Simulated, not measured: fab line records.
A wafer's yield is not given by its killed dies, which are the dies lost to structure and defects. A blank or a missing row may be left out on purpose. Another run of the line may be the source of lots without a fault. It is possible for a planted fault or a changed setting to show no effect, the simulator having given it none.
A single fault, viewed from 2 desks    flow n5_finfet    numbers are kept per desk, each desk with only its own; the story behind them comes last

== AT THE TOOL OWNER'S DESK: rie_diel-02 ==
The tool's own readings at N5_BEOL_M3_ETCH_70 (etches SOC in N2/H2, target depth 80 nm, overetch 16 nm, time 120 s): means of the sampled wafers that have a number, for each lot that ran on this tool. The brackets show how far a lot's mean lies from the usual mean; more than 4 standard deviations puts the lot out of limits, marked OUT.
Columns: A = drypump_motor_current_A at N5_BEOL_M3_ETCH_70, usual 5.6 A; B = oes_product_au at N5_BEOL_M3_ETCH_70, usual 0.60 a.u.; C = rf_vpp_V at N5_BEOL_M3_ETCH_70, usual 524.5 V; D = showerhead_plenum_p_Torr at N5_BEOL_M3_ETCH_70, usual 2.57 Torr; E = throttle_valve_pct at N5_BEOL_M3_ETCH_70, usual 17.88 %
lot   first seen here  A    B     C      D     E
L675  day 8 04:53      5.5  0.62  525.5  2.60  17.88
L680  day 9 08:41      5.6  0.58  523.6  2.54  18.00
Result from this desk: across the 2 lots, nothing is out of limits.

== AT THE METROLOGY DESK ==
What the gauges read, lot by lot, whatever tool the lot ran on: means of the sampled wafers that have a number. The brackets show how far a lot's mean lies from the usual mean; more than 4 standard deviations puts the lot out of limits, marked OUT. Only the readings that lie furthest out on some lot appear, 7 of the 10 it has.
Columns: A = DIBL_N at N5_BEOL_M4_RC_MEAS_101, usual 36.3 mV/V; B = IOFF_P at N5_BEOL_M4_RC_MEAS_101, usual 0.22 nA/um; C = ION_N at N5_BEOL_M4_RC_MEAS_101, usual 672 uA/um; D = ION_P at N5_BEOL_M4_RC_MEAS_101, usual 462 uA/um; E = SS_N at N5_BEOL_M4_RC_MEAS_101, usual 71.7 mV/dec; F = SS_P at N5_BEOL_M4_RC_MEAS_101, usual 73.3 mV/dec; G = VT_P at N5_BEOL_M4_RC_MEAS_101, usual -249 mV
lot   first seen here  A     B     C    D    E     F     G
L672  day 8 08:04      36.9  0.25  670  463  71.4  73.2  -247
L675  day 9 00:07      35.4  0.22  663  460  71.5  73.0  -251
L680  day 9 21:24      37.3  0.21  668  455  72.7  73.7  -251
Result from this desk: across the 3 lots, nothing is out of limits.

== ALL TOGETHER ==
The desk of the tool owner found nothing out of limits.
Nothing out of limits was seen by the metrology desk.

== WHAT THE SIMULATOR HAD INSERTED ==
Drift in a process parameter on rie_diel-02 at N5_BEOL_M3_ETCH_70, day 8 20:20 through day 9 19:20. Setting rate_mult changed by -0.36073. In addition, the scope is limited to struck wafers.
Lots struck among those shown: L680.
